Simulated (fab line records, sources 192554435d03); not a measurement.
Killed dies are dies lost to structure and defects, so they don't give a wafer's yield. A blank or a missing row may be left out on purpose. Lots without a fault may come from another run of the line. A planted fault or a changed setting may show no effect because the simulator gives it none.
Which tool did it? | flow n5_finfet | 9 lots, 27 wafers sampled, at 4 steps of a route of 1938

WHAT THE GAUGES READ, wafer by wafer
N5_SD_EPI_N_EPI_MEAS_23.
lot  | measured    | on            | thk_nm (nm)
L162 | day 3 11:46 | film_metro-01 | 59.1 58.0 58.3
L163 | day 3 17:38 | film_metro-02 | 57.9 58.8 58.5
L164 | day 4 02:13 | film_metro-01 | 59.5 59.6 60.8
L169 | day 5 08:08 | film_metro-01 | 62.0 60.3 60.2
L170 | day 5 11:17 | film_metro-01 | 56.9 58.6 61.0
L171 | day 5 17:24 | film_metro-01 | 57.7 60.1 58.5
L181 | day 8 05:01 | film_metro-02 | 60.2 60.3 73.6
L183 | day 8 19:10 | film_metro-01 | 58.3 58.3 57.6
L184 | day 8 21:53 | film_metro-02 | 57.9 58.7 60.5

WHICH TOOL RAN EACH LOT (tool, then ch and the chambers of the sampled wafers, then the start)
lot  | N5_SPACER0_ALD_07                | N5_SD_EPI_N_ETCH_45               | N5_SD_EPI_N_EPI_21
L162 | ald_sin-03 ch 0,2, day 3 06:34   | rie_diel-03 ch 0,2,3, day 3 08:08 | epi_rpcvd-04 ch 0, day 3 09:51
L163 | ald_sin-01 ch 1,3, day 3 12:18   | rie_diel-03 ch 0,2,3, day 3 14:01 | epi_rpcvd-03 ch 0, day 3 15:21
L164 | ald_sin-03 ch 1,2,3, day 3 21:07 | rie_diel-06 ch 0,2,3, day 3 22:35 | epi_rpcvd-04 ch 0, day 4 00:19
L169 | ald_sin-02 ch 0,3, day 5 03:41   | rie_diel-01 ch 0,3, day 5 05:16   | epi_rpcvd-02 ch 0, day 5 06:42
L170 | ald_sin-01 ch 0,3, day 5 06:49   | rie_diel-06 ch 0,3, day 5 08:25   | epi_rpcvd-03 ch 0, day 5 09:34
L171 | ald_sin-03 ch 1,2,3, day 5 12:56 | rie_diel-03 ch 0,1,3, day 5 14:30 | epi_rpcvd-04 ch 0, day 5 16:13
L181 | ald_sin-01 ch 0,1,2, day 8 00:23 | rie_diel-01 ch 1,2, day 8 02:08   | epi_rpcvd-04 ch 0, day 8 03:18
L183 | ald_sin-03 ch 0,1,3, day 8 11:41 | rie_diel-06 ch 0,1,3, day 8 13:15 | epi_rpcvd-02 ch 0, day 8 15:49
L184 | ald_sin-01 ch 0,1,3, day 8 17:26 | rie_diel-06 ch 0,1, day 8 19:00   | epi_rpcvd-03 ch 0, day 8 20:10
- N5_SPACER0_ALD_07: deposits SiNx, target thk 2 nm.
- N5_SD_EPI_N_ETCH_45: etches SiOCN in CH3F/O2, target depth 6 nm.
- N5_SD_EPI_N_EPI_21: deposits Si:P, time 690 s.

THE ANSWER, worked out from the rows above alone
Rule: what is usual is taken from the lots themselves. Put in order of their means at a reading, lots are off if they are a third of the lots or fewer, leave a main group of 4 or more, and stand apart from it by a gap of 3 or more times the standard deviation of the main group's means; of several such gaps the widest counts. A main group whose means are all the same, to the digits that the tables above print for the reading, isn't used. A lot without any number at a reading at which 4 lots or more have one is off too. The other lots that the step has rows for count as sound.
Off: L181, at N5_SD_EPI_N_EPI_MEAS_23 (thk_nm). The main group: mean 59.0 nm, standard deviation 0.86.
A tool fits if, at a process step before that reading, it ran every lot that is off, and no sound lot after the first of them. The gauges at N5_SD_EPI_N_EPI_MEAS_23 are tried like those tools. Can't be told from this: 2 tools fit, rie_diel-01 at N5_SD_EPI_N_ETCH_45, epi_rpcvd-04 at N5_SD_EPI_N_EPI_21.

WHAT THE SIMULATOR HAD PUT IN
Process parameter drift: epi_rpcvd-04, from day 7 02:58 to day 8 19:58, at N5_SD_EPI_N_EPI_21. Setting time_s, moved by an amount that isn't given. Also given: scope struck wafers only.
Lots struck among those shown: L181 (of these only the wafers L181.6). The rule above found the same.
